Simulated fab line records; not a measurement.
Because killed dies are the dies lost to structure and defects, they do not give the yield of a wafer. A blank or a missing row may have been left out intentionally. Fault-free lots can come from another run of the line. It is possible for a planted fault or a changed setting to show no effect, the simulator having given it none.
Split-lot study || flow n5Finfet || route with 1938 steps; 7 lots, 21 wafers read

## ON THE SPLIT
At N5_BEOL_M4_COAT_61 (time 60 s, resist thk 60 nm), the setting spinRpm was moved away from the recipe's 1500 rpm on 6 of the 21 wafers read, by -10.8% to +6.1%. All remaining wafers had this setting at the recipe value.

## FROM THE SPLIT TO THE READING: what the file shows between them, 10 steps
- N5_BEOL_M4_EXPOSE_08: exposes mask M4 (also split here: doseMj)
- N5_BEOL_M4_PEB_09: peb time 60 s
- N5_BEOL_M4_DEVELOP_10: develop time 30 s
- N5_BEOL_M4_DESCUM_16: chemistry O2, time 7 s
- N5_BEOL_M4_ETCH_74: etches underlayer in N2/H2, target depth 6.5 nm, time 5.2 s
- N5_BEOL_M4_ETCH_63: etches SiARC in CF4, target depth 15.6 nm, time 26 s
- N5_BEOL_M4_ETCH_64: etches SOC in N2/H2, target depth 75 nm, overetch 22.5 nm, time 121.9 s
- N5_BEOL_M4_STRIP_65: strips in N2/H2
- N5_BEOL_M4_STRIP_75: strips in N2/H2
- N5_BEOL_M4_STRIP_66: strips in CF4

## THE READING
SOC_of_BEOL_M4_COAT_61.thkNm (the simulator's own value, which no gauge read), in nm, at N5_BEOL_M4_HM_OPEN_17 (chemistry Cl2/BCl3, target TiN, target depth 20 nm, overetch 6 nm). There is no usual value for it anywhere in the file. Across the 15 wafers here that went through the recipe, the average is 52.1 nm and the standard deviation 0.15 nm.

{"wafer": "L076.4", "tool, chamber at the split": "lithoTrack-04, 0", "spinRpm as run, rpm": 1500, "against the recipe": "recipe", "SOC_of_BEOL_M4_COAT_61.thkNm, nm": 52.2, "against lot-mates on the recipe": "-"}
{"wafer": "L076.5", "tool, chamber at the split": "lithoTrack-04, 0", "spinRpm as run, rpm": 1500, "against the recipe": "recipe", "SOC_of_BEOL_M4_COAT_61.thkNm, nm": 52.2, "against lot-mates on the recipe": "-"}
{"wafer": "L076.6", "tool, chamber at the split": "lithoTrack-04, 0", "spinRpm as run, rpm": 1500, "against the recipe": "recipe", "SOC_of_BEOL_M4_COAT_61.thkNm, nm": 52.2, "against lot-mates on the recipe": "-"}
{"wafer": "L077.1", "tool, chamber at the split": "lithoTrack-03, 0", "spinRpm as run, rpm": 1438, "against the recipe": "-4.1%", "SOC_of_BEOL_M4_COAT_61.thkNm, nm": 53.4, "against lot-mates on the recipe": "+1.5"}
{"wafer": "L077.2", "tool, chamber at the split": "lithoTrack-03, 0", "spinRpm as run, rpm": 1500, "against the recipe": "recipe", "SOC_of_BEOL_M4_COAT_61.thkNm, nm": 52, "against lot-mates on the recipe": "-"}
{"wafer": "L077.6", "tool, chamber at the split": "lithoTrack-03, 0", "spinRpm as run, rpm": 1500, "against the recipe": "recipe", "SOC_of_BEOL_M4_COAT_61.thkNm, nm": 51.8, "against lot-mates on the recipe": "-"}
{"wafer": "L084.1", "tool, chamber at the split": "lithoTrack-04, 0", "spinRpm as run, rpm": 1592, "against the recipe": "+6.1%", "SOC_of_BEOL_M4_COAT_61.thkNm, nm": 50.6, "against lot-mates on the recipe": -1.4}
{"wafer": "L084.2", "tool, chamber at the split": "lithoTrack-04, 0", "spinRpm as run, rpm": 1592, "against the recipe": "+6.1%", "SOC_of_BEOL_M4_COAT_61.thkNm, nm": 50.6, "against lot-mates on the recipe": -1.4}
{"wafer": "L084.3", "tool, chamber at the split": "lithoTrack-04, 0", "spinRpm as run, rpm": 1500, "against the recipe": "recipe", "SOC_of_BEOL_M4_COAT_61.thkNm, nm": 52, "against lot-mates on the recipe": "-"}
{"wafer": "L085.3", "tool, chamber at the split": "lithoTrack-03, 0", "spinRpm as run, rpm": 1338, "against the recipe": "-10.8%", "SOC_of_BEOL_M4_COAT_61.thkNm, nm": 55.6, "against lot-mates on the recipe": "+3.6"}
{"wafer": "L085.5", "tool, chamber at the split": "lithoTrack-03, 0", "spinRpm as run, rpm": 1338, "against the recipe": "-10.8%", "SOC_of_BEOL_M4_COAT_61.thkNm, nm": 55.4, "against lot-mates on the recipe": "+3.4"}
{"wafer": "L085.6", "tool, chamber at the split": "lithoTrack-03, 0", "spinRpm as run, rpm": 1500, "against the recipe": "recipe", "SOC_of_BEOL_M4_COAT_61.thkNm, nm": 52, "against lot-mates on the recipe": "-"}
{"wafer": "L090.1", "tool, chamber at the split": "lithoTrack-03, 0", "spinRpm as run, rpm": 1500, "against the recipe": "recipe", "SOC_of_BEOL_M4_COAT_61.thkNm, nm": 52.2, "against lot-mates on the recipe": "-"}
{"wafer": "L090.2", "tool, chamber at the split": "lithoTrack-03, 0", "spinRpm as run, rpm": 1365, "against the recipe": "-9.0%", "SOC_of_BEOL_M4_COAT_61.thkNm, nm": 55, "against lot-mates on the recipe": "+2.9"}
{"wafer": "L090.4", "tool, chamber at the split": "lithoTrack-03, 0", "spinRpm as run, rpm": 1500, "against the recipe": "recipe", "SOC_of_BEOL_M4_COAT_61.thkNm, nm": 52, "against lot-mates on the recipe": "-"}
{"wafer": "L093.3", "tool, chamber at the split": "lithoTrack-04, 0", "spinRpm as run, rpm": 1500, "against the recipe": "recipe", "SOC_of_BEOL_M4_COAT_61.thkNm, nm": 52.2, "against lot-mates on the recipe": "-"}
{"wafer": "L093.5", "tool, chamber at the split": "lithoTrack-04, 0", "spinRpm as run, rpm": 1500, "against the recipe": "recipe", "SOC_of_BEOL_M4_COAT_61.thkNm, nm": 52.2, "against lot-mates on the recipe": "-"}
{"wafer": "L093.6", "tool, chamber at the split": "lithoTrack-04, 0", "spinRpm as run, rpm": 1500, "against the recipe": "recipe", "SOC_of_BEOL_M4_COAT_61.thkNm, nm": 52.2, "against lot-mates on the recipe": "-"}
{"wafer": "L097.1", "tool, chamber at the split": "lithoTrack-01, 0", "spinRpm as run, rpm": 1500, "against the recipe": "recipe", "SOC_of_BEOL_M4_COAT_61.thkNm, nm": 52, "against lot-mates on the recipe": "-"}
{"wafer": "L097.2", "tool, chamber at the split": "lithoTrack-01, 0", "spinRpm as run, rpm": 1500, "against the recipe": "recipe", "SOC_of_BEOL_M4_COAT_61.thkNm, nm": 51.8, "against lot-mates on the recipe": "-"}
{"wafer": "L097.5", "tool, chamber at the split": "lithoTrack-01, 0", "spinRpm as run, rpm": 1500, "against the recipe": "recipe", "SOC_of_BEOL_M4_COAT_61.thkNm, nm": 51.8, "against lot-mates on the recipe": "-"}

THE FIT
A straight line over all 21 wafers: SOC_of_BEOL_M4_COAT_61.thkNm changes by -0.302 nm for each +1% of spinRpm; r = -0.99; the points scatter about the line by 0.19 nm.
The same after taking each lot's own level away (the mean of its wafers on the recipe; 21 wafers): -0.303 nm for each +1%; r = -0.99; scatter 0.17 nm.
That fit puts the effect of the largest move of spinRpm on the reading at 3.3 nm.
Measured against the standard deviation above, the lots' own levels, which go from 51.87 to 52.20 nm, span 2.2 times it.
So the lot-to-lot level changes the slope little: the two slopes agree.
Check: with one of the wafers moved furthest among these (-10.8%) left out of the fit, the line predicts +3.25 nm for it against its lot-mates. It came out at +3.6 nm against them.

## THESE WAFERS: OTHER SPLITS
Note: prior to the reading, these wafers also went through further splits. Each is held against what the fit with the lots' levels taken away leaves over:
{"other split on the same wafers": "N5_BEOL_M1_ETCH_64 biasW", "wafers away from the commonest value": 12, "r with SOC_of_BEOL_M4_COAT_61.thkNm (lot level and that fit taken away)": -0.10}
{"other split on the same wafers": "N5_BEOL_M2_COAT_62 spinRpm", "wafers away from the commonest value": 8, "r with SOC_of_BEOL_M4_COAT_61.thkNm (lot level and that fit taken away)": "+0.30"}
{"other split on the same wafers": "N5_BEOL_M3_ETCH_64 biasW", "wafers away from the commonest value": 5, "r with SOC_of_BEOL_M4_COAT_61.thkNm (lot level and that fit taken away)": -0.19}
{"other split on the same wafers": "N5_BEOL_M3_COAT_68 spinRpm", "wafers away from the commonest value": 4, "r with SOC_of_BEOL_M4_COAT_61.thkNm (lot level and that fit taken away)": "+0.39"}
{"other split on the same wafers": "N5_BEOL_M4_EXPOSE_08 doseMj", "wafers away from the commonest value": 5, "r with SOC_of_BEOL_M4_COAT_61.thkNm (lot level and that fit taken away)": "+0.24"}

## THE WHOLE CHAIN: every reading that the file lists as answering this split, in the file's order
{"step": "N5_BEOL_M4_COAT_61", "what it does": "time 60 s, resist thk 60 nm", "reading": "SOC_of_BEOL_M4_COAT_61.thkNm (the simulator's own value, which no gauge read)", "change (the file's fit)": "-0.318 nm for each +1% of the setting", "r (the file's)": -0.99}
{"step": "N5_BEOL_M4_ETCH_64", "what it does": "etches SOC in N2/H2, target depth 75 nm, overetch 22.5 nm, time 121.9 s", "reading": "etch.depthNm (the simulator's own value, which no gauge read)", "change (the file's fit)": "-0.315 nm for each +1% of the setting", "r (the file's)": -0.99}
{"step": "N5_BEOL_M4_HM_OPEN_17", "what it does": "chemistry Cl2/BCl3, target TiN, target depth 20 nm, overetch 6 nm", "reading": "SOC_of_BEOL_M4_COAT_61.thkNm (the simulator's own value, which no gauge read)", "change (the file's fit)": "-0.312 nm for each +1% of the setting", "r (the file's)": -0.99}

## THE FILE'S OWN FIT
SOC_of_BEOL_M4_COAT_61.thkNm changes by -0.312 nm for each +1% of spinRpm, r = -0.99.
